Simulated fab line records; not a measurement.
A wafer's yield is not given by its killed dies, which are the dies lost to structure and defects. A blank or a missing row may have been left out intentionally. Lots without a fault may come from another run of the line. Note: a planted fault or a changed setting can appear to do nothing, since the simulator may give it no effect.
A struck lot beside a sound one	flow n5 finfet	19 steps out of a route of 1938
Sound: wafers L939.2, L939.4, L939.6. Struck: wafers L951.3, L951.4, L951.6. Last of all comes the cause.
Per side, at each step with rows, come the tool, then ch with its chambers, and then its first start. Under that, the readings that differ: sound wafers	struck wafers	difference of the means	sigmas: that difference in standard deviations of wafers without a fault.
alike: readings with means less than 2 such deviations apart, plus words and numbers identical on both sides. not compared: withheld readings, readings lacking a value on some wafer, bounds such as >300 that could conceal the same value, and numbers that have no deviation in the record and whose values overlap.
Wherever a step has rows on one side only, a row that says differs or no value, or a row with sigmas, the two part there. Non-overlapping numbers with no deviation appear without sigmas and do not part them. Lack of a reading on every wafer of one side parts them only where that side has two or more wafers.

N5_BEOL_M11_CMP_52: polishes, stops on SiCOH lowk, t overpolish 7 s, target thk 140 nm.
  sound on cmp-04 ch 0,2,3, day 12 17:57; struck on cmp-03 ch 1,2, day 15 15:53
reading	sound	struck	difference	sigmas
head pressure psi (psi)	0.9979 0.9976 0.9993	1.0027 1.0055 1.0008	+0.0047	+2
  alike: barrier field endpoint s, motor current A, overpolish run s, time to endpoint s
N5_BEOL_M11_THK_MEAS_53: measures by xrf.
  struck on film metro-01, day 15 16:11; sound on film metro-01, day 12 18:12
  alike: M11_THK
then, 1 step without rows for these wafers: N5_BEOL_M11_PRE_CLEAN_55 (time 15 s).
N5_BEOL_M11_DEP_56: deposits SiCN from 3MS/NH3, target thk 30 nm, time 10.5 s.
  sound on pecvd-03 ch 0,1, day 12 18:17; struck on pecvd-03 ch 1,2, day 15 16:15
  alike: showerhead plenum p Torr, throttle valve pct
N5_BEOL_M11_RS_MEAS_57: uses a four-point probe to measure.
  struck on film metro-02, day 15 16:19; sound on film metro-01, day 12 18:22
  alike: M11_RS
N5_BEOL_M11_INSPECT_58: inspects for defects (darkfield).
  struck on defect inspect-01, day 15 16:20; sound on defect inspect-02, day 12 18:23
  alike: raw defect count
N5_BEOL_M12_ILD_DEP_00: deposits SiOC from DEMS/O2, target thk 658.92 nm, time 130.7 s.
  sound on pecvd-02 ch 0,1, day 12 18:25; struck on pecvd-01 ch 0,1, day 15 16:23
  alike: heater power w, showerhead plenum p Torr, throttle valve pct
N5_BEOL_M12_THK_MEAS_01:
  struck on film metro-02, day 15 16:31; sound on film metro-02, day 12 18:33
  alike: M12_ILD_THK
then, 4 steps without rows for these wafers: N5_BEOL_M12_COAT_58 (time 60 s, resist thk 89 nm); N5_BEOL_M12_COAT_04 (resist thk 400 nm); N5_BEOL_M12_EBR_06; N5_BEOL_M12_SOFTBAKE_05 (time 60 s).
N5_BEOL_M12_EXPOSE_07: exposes mask V11.
  sound on krf scanner-01 ch 0, day 12 18:41; struck on krf scanner-02 ch 0, day 15 16:39
reading	sound	struck	difference	sigmas
exposure dose mJ cm2	32.49 32.50 32.49	35.55 35.55 35.56	+3.06	+77
  alike: mask
then, 3 steps without rows for these wafers: N5_BEOL_M12_PEB_08 (peb time 90 s); N5_BEOL_M12_DEVELOP_09 (develop time 45 s); N5_BEOL_M12_HARDBAKE_14 (time 120 s).
N5_BEOL_M12_CD_MEAS_10: target cd 140 nm.
  sound on cd sem-03 ch 0, day 12 18:51; struck on cd sem-01 ch 0, day 15 16:49
reading	sound	struck	difference	sigmas
cd nm (nm)	141.1 137.6 141.3	149.1 152.2 152.8	+11.4	+5
N5_BEOL_M12_OVL_MEAS_11:
  sound on overlay-01 ch 0, day 12 18:53; struck on overlay-01 ch 0, day 15 16:50
  alike: V11_OVL
N5_PASSIVATION_PROBE_49:
  rows exist in the record for the struck wafers here (prober-01, day 17 12:07), but not for the sound ones

== WHERE THEY PART ==
At N5_BEOL_M11_CMP_52 first; at N5_PASSIVATION_PROBE_49 last (within this record only).

WHY: what had been put in by the simulator
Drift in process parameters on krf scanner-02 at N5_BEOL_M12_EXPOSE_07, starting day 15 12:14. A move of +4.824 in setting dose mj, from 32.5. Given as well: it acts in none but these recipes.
